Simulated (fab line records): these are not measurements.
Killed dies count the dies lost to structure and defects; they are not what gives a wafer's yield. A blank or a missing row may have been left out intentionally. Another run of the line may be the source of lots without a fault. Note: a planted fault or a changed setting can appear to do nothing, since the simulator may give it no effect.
fab line records	flow n5_finfet
record: lots: 7	wafers: 21
route steps=1938 shown DUMMY_GATE@228 SD_EPI_N@278 SD_EPI_P@301 HKMG_FIN@386
start_h: hours from the record's first day to the start of the lot's first wafer shown	wait_h: hours elapsed since this lot's preceding step	" the same as in the row above	L1.1+2: several wafers, shown together as one row	- no value, or no start given	* or withheld: withheld	< > ~ a bound
route shown NAME@n: NAME is a module with steps in the file, n the number in the route of the first one	usual: mean and standard deviation over wafers with no fault	same: alike in all rows	chamber/n: place in a boat	sites: per-site readings	_std_site: how widely they spread, as a standard deviation	_edge_site: inner sites' mean taken away from outer sites' mean	radius_mm: for every site, how far away it sits from the centre of the wafer	mask NAME#n: copy n	behind: the tool/chamber that last shaped the wafer	hold: why the lot was held/for how many hours/how that ended	device: transistor that didn't switch, given as n, p or np	end of line: the same wafers' tests at the end of the route	a step with no rows: only its recipe	killed: not the wafer's yield, but the dies lost to structure and defects at the first sort	map: shows each die of a wafer: x if killed, . if not, _ if none is there
set.NAME: the setting the step ran with; set.NAME@STEP: the setting that earlier step ran with	model.NAME: the simulator's own value behind a step, which no gauge read
lots run with intentionally changed settings; tables by step, rows by wafer
== steps ==
step: N5_DUMMY_GATE_EXPOSE_12
recipe: mask_id: GATE	na: 0.33	source_shape: annular	sigma_inner: 0.2	sigma_outer: 0.6	polarization: unpolarized	target_cd_nm: 25	dose_mj: 34
lot.wafer	tool	chamber	start_h	wait_h	mask	set.dose_mj
L074.3	euv_scanner-02	0	46.45	-	GATE#0	31.54
L074.4+6	"	0	"	"	GATE#0	34
L075.2+3+5	euv_scanner-02	0	51.33	-	GATE#0	34
L083.2+3+4	euv_scanner-02	0	102.23	-	GATE#0	34
L088.2+3+5	euv_scanner-01	0	134.96	-	GATE#0	34
L091.3+5	euv_scanner-02	0	151.31	-	GATE#0	36.07
L091.4	"	0	"	"	GATE#0	34
L096.1+2+3	euv_scanner-02	0	180.69	-	GATE#0	34
L097.2+3+4	euv_scanner-02	0	186.45	-	GATE#0	34
step: N5_DUMMY_GATE_PEB_13
recipe: peb_temp_c: 100	peb_time_s: 60	resist: CAR-EUV
step: N5_DUMMY_GATE_DEVELOP_14
recipe: develop_time_s: 30	developer: TMAH	resist: CAR-EUV	rinse_liquid: surfactant_rinse	dry: air_spin	dev_temp_c: 23
step: N5_DUMMY_GATE_ETCH_29
recipe: chemistry: N2/H2	target: underlayer	target_depth_a: 130	ion_energy_ev: 200	pressure_mtorr: 30	source_w: 840	bias_w: 150	n2_flow_sccm: 200	h2_flow_sccm: 200
step: N5_DUMMY_GATE_ETCH_36
recipe: chemistry: CF4	target: SiARC	target_depth_a: 130	pressure_mtorr: 40	source_w: 545	bias_w: 36	Ar_flow_sccm: 100	cf4_flow_sccm: 100	ion_energy_ev: 80
step: N5_DUMMY_GATE_ETCH_37
recipe: chemistry: N2/H2	target: SOC	target_depth_a: 600	overetch_a: 300	temp_c: 40	ion_energy_ev: 200	pressure_mtorr: 30	source_w: 840	bias_w: 150	n2_flow_sccm: 200	h2_flow_sccm: 200
lot.wafer	tool	chamber	start_h	wait_h	set.spin_rpm@DUMMY_GATE_COAT_35	model.SiARC_of_DUMMY_GATE_COAT_35.thk_nm
L074.3	rie_diel-05	3	46.84	0.0	1500	5
L074.4	"	1	"	"	1605	4.6
L074.6	"	3	"	"	1605	4.8
L075.2	rie_diel-02	2	51.80	0.0	1500	4.8
L075.3+5	"	2	"	"	1393	5.2
L083.2+4	rie_diel-06	3,0	102.63	0.0	1500	5
L083.3	"	2	"	"	1655	4.6
L088.2+3+5	rie_diel-06	3,1,1	136.02	0.0	1500	5
L091.3	rie_diel-06	1	151.77	0.0	1373	5.4
L091.4+5	"	0,2	"	"	1500	5
L096.1+3	rie_diel-02	2,1	181.79	0.0	1663	4.4
L096.2	"	0	"	"	1500	5
L097.2	rie_diel-06	0	186.84	0.0	1500	5
L097.3+4	"	2,1	"	"	1543	4.8
step: N5_DUMMY_GATE_STRIP_38
recipe: chemistry: N2/H2	temp_c: 40	n2_flow_sccm: 200	h2_flow_sccm: 200	rf_frequency_hz: 6e+07
step: N5_DUMMY_GATE_STRIP_39
recipe: chemistry: N2/H2	temp_c: 40	n2_flow_sccm: 200	h2_flow_sccm: 200	rf_frequency_hz: 6e+07
step: N5_DUMMY_GATE_TRIM_49
recipe: chemistry: O2	resist: SOC	time_s: 29	target_cd_nm: 14	source_power_w: 300	bias_power_w: 0	O2_flow_sccm: 100	temp_c: 20
lot.wafer	tool	chamber	start_h	wait_h	set.dose_mj@DUMMY_GATE_EXPOSE_12	model.DUMMY_GATE.cd_nm
L074.3	rie_si-06	0	46.92	0.0	31.54	15.4
L074.4+6	"	3,1	"	"	34	14.2
L075.2	rie_si-01	2	51.91	0.0	34	13.8
L075.3+5	"	1,0	"	"	34	14
L083.2	rie_si-06	0	102.71	0.0	34	14.2
L083.3	"	3	"	"	34	13.8
L083.4	"	2	"	"	34	14.4
L088.2	rie_si-06	0	136.10	0.0	34	13.8
L088.3+5	"	1,0	"	"	34	14
L091.3+5	rie_si-02	2,1	151.85	0.0	36.07	12.8
L091.4	"	0	"	"	34	14
L096.1+3	rie_si-01	3,2	181.87	0.0	34	13.8
L096.2	"	0	"	"	34	13.6
L097.2+4	rie_si-02	3,2	186.92	0.0	34	14
L097.3	"	0	"	"	34	14.2
step: N5_DUMMY_GATE_STRIP_40
recipe: chemistry: CF4	resist: SiARC	power_w: 300	bias_power_w: 75	pressure_mtorr: 50	cf4_flow_sccm: 150	rf_frequency_hz: 6e+07
step: N5_DUMMY_GATE_ETCH_32
recipe: chemistry: CF4	target: SiO2	target_depth_a: 35	time_s: 3.9	ion_energy_ev: 350	pressure_mtorr: 10	icp_w: 800	bias_w: 400	cf4_flow_sccm: 80
step: N5_DUMMY_GATE_ETCH_23
recipe: chemistry: HBr/Cl2/O2	HBr_flow_sccm: 150	Cl2_flow_sccm: 80	O2_flow_sccm: 12	bias_w: 102	target_depth_a: 410	time_s: 22.3	target: poly-Si	mask_material: SiO2	pressure_mtorr: 10	icp_w: 800
step: N5_DUMMY_GATE_ETCH_44
recipe: chemistry: HBr/O2	over_etch_frac: 0.7	target_depth_a: 1275	stop_on: SiO2	ion_energy_ev: 60	bias_w: 20	target: poly-Si	mask_material: SiO2	pressure_mtorr: 20	icp_w: 400	HBr_flow_sccm: 120	O2_flow_sccm: 10
lot.wafer	tool	chamber	start_h	wait_h	set.dose_mj@DUMMY_GATE_EXPOSE_12	model.DUMMY_GATE.cd_nm
L074.3	rie_si-01	1	47.45	0.0	31.54	16.6
L074.4	"	3	"	"	34	15
L074.6	"	2	"	"	34	15.4
L075.2	rie_si-02	1	52.44	0.0	34	14.6
L075.3	"	3	"	"	34	14.8
L075.5	"	1	"	"	34	15
L083.2	rie_si-02	1	103.25	0.0	34	15.2
L083.3	"	3	"	"	34	15
L083.4	"	2	"	"	34	15.6
L088.2+5	rie_si-02	3,2	136.70	0.0	34	14.8
L088.3	"	0	"	"	34	15
L091.3	rie_si-01	1	152.43	0.0	36.07	13.8
L091.4	"	2	"	"	34	14.8
L091.5	"	3	"	"	36.07	13.6
L096.1+2+3	rie_si-02	1,3,2	182.45	0.0	34	14.8
L097.2+4	rie_si-06	0,2	187.46	0.0	34	15
L097.3	"	3	"	"	34	15.2
step: N5_DUMMY_GATE_ETCH_42
recipe: chemistry: CHF3/O2	target: SiO2	target_depth_a: 35	time_s: 31	ion_energy_ev: 30	bias_w: 12	pressure_mtorr: 30	source_w: 600	Ar_flow_sccm: 200	CHF3_flow_sccm: 50	O2_flow_sccm: 5
lot.wafer	tool	chamber	start_h	wait_h	set.dose_mj@DUMMY_GATE_EXPOSE_12	model.DUMMY_GATE.cd_nm
L074.3	rie_diel-05	1	47.62	0.0	31.54	16.6
L074.4	"	2	"	"	34	15
L074.6	"	3	"	"	34	15.4
L075.2	rie_diel-05	2	52.72	0.2	34	14.6
L075.3	"	1	"	"	34	14.8
L075.5	"	3	"	"	34	15
L083.2	rie_diel-05	3	103.40	0.0	34	15.2
L083.3	"	1	"	"	34	15
L083.4	"	2	"	"	34	15.6
L088.2+5	rie_diel-05	2	136.86	0.0	34	14.8
L088.3	"	3	"	"	34	15
L091.3+5	rie_diel-05	3,1	152.59	0.0	36.07	13.6
L091.4	"	0	"	"	34	14.8
L096.1+2+3	rie_diel-05	3,2,1	182.61	0.0	34	14.8
L097.2+4	rie_diel-02	2,1	187.61	0.0	34	15
L097.3	"	0	"	"	34	15.2
step: N5_SD_EPI_N_ETCH_45
recipe: chemistry: CH3F/O2	target: SiOCN	target_depth_a: 60	mask_material: SOC	ion_energy_ev: 60	bias_w: 29	pressure_mtorr: 15	source_w: 410	Ar_flow_sccm: 150	CH3F_flow_sccm: 30	O2_flow_sccm: 20
lot.wafer	tool	chamber	start_h	wait_h	set.target_depth_a	model.etch.depth_nm
L074.3	rie_diel-03	1	50.92	0.1	57.57	5.863
L074.4	"	2	"	"	60	5.944
L074.6	"	3	"	"	57.57	5.744
L075.2	rie_diel-04	3	55.08	0.1	65.03	6.377
L075.3	"	1	"	"	60	5.965
L075.5	"	3	"	"	60	5.837
L083.2	rie_diel-01	1	105.42	0.1	56.05	5.732
L083.3	"	2	"	"	60	6.096
L083.4	"	3	"	"	56.05	5.727
L088.2	rie_diel-04	0	140.44	0.1	60	6.054
L088.3	"	2	"	"	60	6.043
L088.5	"	0	"	"	60	6.018
L091.3	rie_diel-03	0	154.77	0.1	63.71	6.336
L091.4	"	1	"	"	60	6.112
L091.5	"	0	"	"	60	6.009
L096.1	rie_diel-04	2	184.53	0.1	62.52	6.253
L096.2	"	1	"	"	60	6.006
L096.3	"	0	"	"	60	6.017
L097.2	rie_diel-03	1	191.04	0.1	56.14	5.639
L097.3	"	0	"	"	60	5.999
L097.4	"	1	"	"	56.14	5.688
step: N5_SD_EPI_N_EPI_21
recipe: material: Si:P	dopant: P	temp_c: 680	pressure_torr: 255	time_s: 690
lot.wafer	tool	chamber	start_h	wait_h	set.temp_c	model.Si-P_of_SD_EPI_N_EPI_21.thk_nm
L074.3	epi_rpcvd-02	0	52.64	0.7	680	58.8
L074.4	"	0	"	"	680	58.4
L074.6	"	0	"	"	680	58.6
L075.2	epi_rpcvd-04	0	56.81	0.5	680	57.2
L075.3	"	0	"	"	678.2	56.8
L075.5	"	0	"	"	680	58.8
L083.2	epi_rpcvd-02	0	106.98	0.4	682	60
L083.3	"	0	"	"	680	59.2
L083.4	"	0	"	"	680	59
L088.2+5	epi_rpcvd-04	0	142.15	0.5	680	58.2
L088.3	"	0	"	"	680	57.6
L091.3	epi_rpcvd-03	0	156.49	0.7	680	59
L091.4	"	0	"	"	678	57.4
L091.5	"	0	"	"	678	56.6
L096.1	epi_rpcvd-03	0	185.69	0.1	680	58.6
L096.2	"	0	"	"	682	61.6
L096.3	"	0	"	"	680	59
L097.2	epi_rpcvd-03	0	192.75	0.5	680	59.4
L097.3	"	0	"	"	680	59.2
L097.4	"	0	"	"	682.6	61.2
step: N5_SD_EPI_N_PRECLEAN_24
recipe: chemistry: O3/DIW	time_s: 60	temp_c: 22	o3_ppm: 10
lot.wafer	tool	chamber	start_h	wait_h	set.temp_c@SD_EPI_N_EPI_21	model.Si-P_of_SD_EPI_N_EPI_21.thk_nm
L074.3	wet_bench-04	7	53.84	0.0	680	58.4
L074.4	"	0	"	"	680	58
L074.6	"	1	"	"	680	58.2
L075.2	wet_bench-04	3	58.75	0.0	680	56.8
L075.3	"	7	"	"	678.2	56.4
L075.5	"	0	"	"	680	58.4
L083.2	wet_bench-06	0	108.45	0.0	682	59.6
L083.3	"	4	"	"	680	58.8
L083.4	"	1	"	"	680	58.6
L088.2+5	wet_bench-03	5,3	144.09	0.0	680	57.8
L088.3	"	6	"	"	680	57.2
L091.3	wet_bench-03	2	157.68	0.0	680	58.6
L091.4	"	1	"	"	678	57
L091.5	"	5	"	"	678	56.4
L096.1	wet_bench-06	6	187.44	0.0	680	58.2
L096.2	"	5	"	"	682	61
L096.3	"	7	"	"	680	58.6
L097.2	wet_bench-06	1	194.71	0.0	680	59
L097.3	"	6	"	"	680	58.8
L097.4	"	5	"	"	682.6	60.6
step: N5_SD_EPI_P_PEB_07
recipe: peb_temp_c: 110	peb_time_s: 60	resist: CAR-ArF-block
lot.wafer	tool	chamber	start_h	wait_h	set.peb_time_s
L074.3+6	litho_track-04	0	54.57	0.0	50.67
L074.4	"	0	"	"	60
L075.2+3+5	litho_track-01	0	59.60	0.0	60
L083.2+3	litho_track-01	0	109.93	0.0	73.2
L083.4	"	0	"	"	60
L088.2+3+5	litho_track-04	0	144.94	0.0	60
L091.3+4	litho_track-04	0	159.00	0.0	60
L091.5	"	0	"	"	64.03
L096.1+2+3	litho_track-02	0	188.19	0.1	60
L097.2+3	litho_track-02	0	195.56	0.0	68.53
L097.4	"	0	"	"	60
step: N5_SD_EPI_P_DEVELOP_08
recipe: develop_time_s: 30	developer: TMAH	resist: CAR-ArF-block	dev_temp_c: 23	rinse_liquid: diw	dry: air_spin
step: N5_SD_EPI_P_CD_MEAS_09
recipe: target_cd_nm: 240	landing_energy_ev: 500	detector: se_inlens
usual: cd_nm: 239.7/0.61
lot.wafer	tool	chamber	start_h	wait_h	set.peb_time_s@SD_EPI_P_PEB_07	cd_nm
L074.3	cd_sem-01	0	54.63	-	50.67	234.0
L074.4	"	0	"	"	60	240.1
L074.6	"	0	"	"	50.67	233.8
L075.2	cd_sem-01	0	59.67	-	60	238.1
L075.3	"	0	"	"	60	238.1
L075.5	"	0	"	"	60	238.9
L083.2	cd_sem-02	0	110.00	-	73.2	245.7
L083.3	"	0	"	"	73.2	245.9
L083.4	"	0	"	"	60	239.3
L088.2	cd_sem-01	0	145.01	-	60	240.2
L088.3	"	0	"	"	60	239.6
L088.5	"	0	"	"	60	239.2
L091.3	cd_sem-02	0	159.07	-	60	238.7
L091.4	"	0	"	"	60	240.0
L091.5	"	0	"	"	64.03	241.2
L096.1	cd_sem-03	0	188.26	-	60	240.5
L096.2	"	0	"	"	60	240.5
L096.3	"	0	"	"	60	240.2
L097.2	cd_sem-02	0	195.63	-	68.53	244.7
L097.3	"	0	"	"	68.53	244.9
L097.4	"	0	"	"	60	240.0
step: N5_SD_EPI_P_DESCUM_14
recipe: chemistry: O2	time_s: 7.9	source_power_w: 50	bias_power_w: 20	pressure_mtorr: 20	rf_frequency_hz: 2.712e+07	temp_c: 40	resist: CAR-ArF-block	o2_flow_sccm: 225
lot.wafer	tool	chamber	start_h	wait_h	set.peb_time_s@SD_EPI_P_PEB_07	model.SD_EPI_P.cd_nm
L074.3	rie_diel-06	2	54.72	0.0	50.67	233.8
L074.4	"	3	"	"	60	240
L074.6	"	0	"	"	50.67	233.4
L075.2+3	rie_diel-02	0,2	59.76	0.0	60	238.4
L075.5	"	0	"	"	60	239.2
L083.2	rie_diel-06	2	110.09	0.0	73.2	245.6
L083.3	"	1	"	"	73.2	246
L083.4	"	0	"	"	60	239.2
L088.2	rie_diel-06	1	145.10	0.0	60	240
L088.3	"	2	"	"	60	239.4
L088.5	"	1	"	"	60	239.2
L091.3	rie_diel-05	0	159.15	0.0	60	239
L091.4	"	0	"	"	60	240
L091.5	"	3	"	"	64.03	241.4
L096.1	rie_diel-06	1	188.34	0.0	60	240.2
L096.2	"	3	"	"	60	240.6
L096.3	"	0	"	"	60	239.8
L097.2	rie_diel-05	3	195.76	0.1	68.53	244.6
L097.3	"	1	"	"	68.53	245
L097.4	"	2	"	"	60	240.2
step: N5_SD_EPI_P_ETCH_37
recipe: chemistry: N2/H2	target: SOC	overetch_a: 1080	mask_material: SiARC	temp_c: 40	ion_energy_ev: 100	source_w: 3000	bias_w: 133	pressure_mtorr: 20	time_s: 486	n2_flow_sccm: 200	h2_flow_sccm: 200	ends: end_point
usual: rf_vpp_V: 240.7/1.2
lot.wafer	tool	chamber	start_h	wait_h	set.source_w	rf_vpp_V	model.SiARC_of_SD_EPI_P_COAT_35.thk_nm
L074.3	rie_diel-06	2	54.81	0.0	3000	239.6	19.6
L074.4	"	3	"	"	3140	236.8	19.2
L074.6	"	0	"	"	3000	240.8	19.6
L075.2	rie_diel-02	0	59.90	0.1	3000	240.3	19.8
L075.3	"	2	"	"	3000	241.1	19.4
L075.5	"	0	"	"	2476	257.7	21.8
L083.2	rie_diel-06	2	110.18	0.0	2600	252.1	21.6
L083.3	"	1	"	"	2600	251.9	21.4
L083.4	"	0	"	"	3000	241.0	19.6
L088.2	rie_diel-06	1	145.19	0.0	3000	238.6	19.6
L088.3	"	2	"	"	3000	238.8	19.8
L088.5	"	1	"	"	3000	241.5	19.6
L091.3	rie_diel-05	0	159.24	0.0	3406	231.0	18.4
L091.4	"	0	"	"	3406	231.5	18.4
L091.5	"	3	"	"	3000	242.4	20
L096.1	rie_diel-06	1	188.43	0.0	3000	241.3	19.8
L096.2	"	3	"	"	3000	239.3	19.8
L096.3	"	0	"	"	3000	240.4	20.2
L097.2	rie_diel-05	3	195.85	0.0	3000	242.4	20.2
L097.3	"	1	"	"	3000	240.7	19.8
L097.4	"	2	"	"	3000	239.9	20
step: N5_SD_EPI_P_STRIP_38
recipe: chemistry: N2/H2	temp_c: 40	n2_flow_sccm: 200	h2_flow_sccm: 200	rf_frequency_hz: 6e+07
step: N5_SD_EPI_P_ETCHBACK_46
recipe: chemistry: CH3F/O2	mode: anisotropic_etchback	target: SiNx	target_depth_a: 175	stop_on: SiO2	over_etch_frac: 0.3	ion_energy_ev: 120	pressure_mtorr: 30	source_w: 395	bias_w: 73	Ar_flow_sccm: 150	CH3F_flow_sccm: 30	O2_flow_sccm: 20
step: N5_SD_EPI_P_HM_STRIP_48
recipe: chemistry: H3PO4	temp_c: 160	material: SiNx	target: SiNx	target_depth_a: 30	overetch_fraction: 0.3
step: N5_SD_EPI_P_SRD_49
recipe: dry: ipa_marangoni	time_s: 30	temp_c: 23	rinse_liquid: diw
step: N5_SD_EPI_P_PRECLEAN_24
recipe: chemistry: O3/DIW	time_s: 45	temp_c: 22	o3_ppm: 10
lot.wafer	tool	chamber	start_h	wait_h	set.temp_c@SD_EPI_N_EPI_21	model.Si-P_of_SD_EPI_N_EPI_21.thk_nm
L074.3	wet_bench-01	1	58.37	0.0	680	58
L074.4	"	3	"	"	680	57.4
L074.6	"	0	"	"	680	57.8
L075.2	wet_bench-05	5	64.58	0.0	680	56.4
L075.3	"	4	"	"	678.2	56
L075.5	"	1	"	"	680	58
L083.2	wet_bench-01	0	113.75	0.0	682	59.2
L083.3	"	7	"	"	680	58.4
L083.4	"	6	"	"	680	58.2
L088.2+5	wet_bench-01	3,5	150.72	0.0	680	57.4
L088.3	"	4	"	"	680	56.8
L091.3	wet_bench-01	6	162.80	0.0	680	58
L091.4	"	5	"	"	678	56.6
L091.5	"	1	"	"	678	56
L096.1	wet_bench-02	2	192.02	0.0	680	57.8
L096.2	"	5	"	"	682	60.6
L096.3	"	4	"	"	680	58.2
L097.2	wet_bench-05	0	199.58	0.0	680	58.6
L097.3	"	5	"	"	680	58.4
L097.4	"	7	"	"	682.6	60.2
step: N5_HKMG_FIN_HK_ALD_01
recipe: material: HfO2	target_thk_a: 16	temp_c: withheld	ald_precursor_family: HfCl4	ald_co_reactant: H2O	pulse_time_s: 3	purge_time_s: 3	co_reactant_purge_time_s: 2.5	co_reactant_pulse_time_s: 0.3	ald_cycles: 30
lot.wafer	tool	chamber	start_h	wait_h	set.ald_cycles
L074.3+4+6	ald_hk-02	2,0,3	70.77	0.0	30
L075.2+3+5	ald_hk-01	0,1,1	77.54	0.0	30
L083.2+3	ald_hk-01	3,0	126.26	0.0	27
L083.4	"	1	"	"	30
L088.2+3+5	ald_hk-02	3,0,2	163.63	0.0	30
L091.3+4+5	ald_hk-01	2,1,1	174.78	0.0	30
L096.1	ald_hk-02	3	204.55	0.1	28
L096.2+3	"	0,2	"	"	30
L097.2+3+4	ald_hk-03	2,0,3	227.65	0.0	30
== key ==
split: step: N5_DUMMY_GATE_EXPOSE_12	setting: dose_mj	stated: 34	by: wafer
response: step: N5_DUMMY_GATE_TRIM_49	reading: model.DUMMY_GATE.cd_nm	change: -0.179	per: 1%	r: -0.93
response: step: N5_DUMMY_GATE_ETCH_44	reading: model.DUMMY_GATE.cd_nm	change: -0.188	per: 1%	r: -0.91
response: step: N5_DUMMY_GATE_ETCH_42	reading: model.DUMMY_GATE.cd_nm	change: -0.195	per: 1%	r: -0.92
split: step: N5_SD_EPI_N_ETCH_45	setting: target_depth_a	stated: 60	by: wafer
response: step: N5_SD_EPI_N_ETCH_45	reading: model.etch.depth_nm	change: +0.0521	per: 1%	r: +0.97
split: step: N5_SD_EPI_N_EPI_21	setting: temp_c	stated: 680	by: wafer
response: step: N5_SD_EPI_N_EPI_21	reading: model.Si-P_of_SD_EPI_N_EPI_21.thk_nm	change: +5.72	per: 1%	r: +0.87
response: step: N5_SD_EPI_N_PRECLEAN_24	reading: model.Si-P_of_SD_EPI_N_EPI_21.thk_nm	change: +5.37	per: 1%	r: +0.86
response: step: N5_SD_EPI_P_PRECLEAN_24	reading: model.Si-P_of_SD_EPI_N_EPI_21.thk_nm	change: +5.25	per: 1%	r: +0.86
split: step: N5_SD_EPI_P_PEB_07	setting: peb_time_s	stated: 60	by: wafer
response: step: N5_SD_EPI_P_CD_MEAS_09	reading: cd_nm	change: +0.329	per: 1%	r: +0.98
response: step: N5_SD_EPI_P_DESCUM_14	reading: model.SD_EPI_P.cd_nm	change: +0.332	per: 1%	r: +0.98
split: step: N5_SD_EPI_P_ETCH_37	setting: source_w	stated: 3000	by: wafer
response: step: N5_SD_EPI_P_ETCH_37	reading: rf_vpp_V	change: -0.888	per: 1%	r: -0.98
response: step: N5_SD_EPI_P_ETCH_37	reading: model.SiARC_of_SD_EPI_P_COAT_35.thk_nm	change: -0.127	per: 1%	r: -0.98
split: step: N5_HKMG_FIN_HK_ALD_01	setting: ald_cycles	stated: 30	by: wafer
response none in this file
split outside_this_file step=N5_DUMMY_GATE_COAT_35 setting=spin_rpm
split outside_this_file: this setting was split too, and the file shows its column; the key of that split is in another file
